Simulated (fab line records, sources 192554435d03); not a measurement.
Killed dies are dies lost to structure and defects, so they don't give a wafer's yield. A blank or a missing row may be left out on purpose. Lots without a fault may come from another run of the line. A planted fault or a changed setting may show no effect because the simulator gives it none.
Chamber matching | flow n5_finfet | N5_HKMG_FIN_ETCH_58 on rie_diel-06: 4 sister chambers
The step etches SOC in N2/H2, target depth 215.8 nm, time 741 s. 4 wafers are shown with their chamber, then 7 later ones without.

WAFERS WITH THEIR CHAMBER
wafer  | chamber | throttle_valve_pct (%)
L086.3 | 1       | 17.51
L086.4 | 2       | 17.81
L087.2 | 0       | 17.71
L087.3 | 3       | 17.99

WAFERS WITHOUT THEIR CHAMBER
wafer  | throttle_valve_pct (%)
L087.5 | 17.81
L094.2 | 17.54
L094.5 | 18.02
L094.6 | 17.83
L097.1 | 17.84
L097.2 | 18.03
L097.6 | 17.84

WHICH CHAMBER EACH WENT THROUGH
wafer  | from the rows above | in truth
L087.5 | 2                   | 2
L094.2 | 1                   | 1
L094.5 | 3                   | 3
L094.6 | 2                   | 2
L097.1 | 2                   | 2
L097.2 | 3                   | 3
L097.6 | 2                   | 2
Placed correctly: 7 of 7. Can't be placed from these rows: 0. Placed wrongly: 0.
How it was worked out, from the rows above alone: a wafer's distance from a chamber is the root of the sum, over the readings, of the square of ((its reading less the chamber's mean) divided by the reading's scatter). The wafer belongs to the nearest chamber; if the next one is less than 2 further off, it can't be placed. A chamber's mean is the mean of its shown wafers. The scatter: with one shown wafer a chamber, the root of the mean of the squares of how far each hidden wafer lies from its nearest shown one.
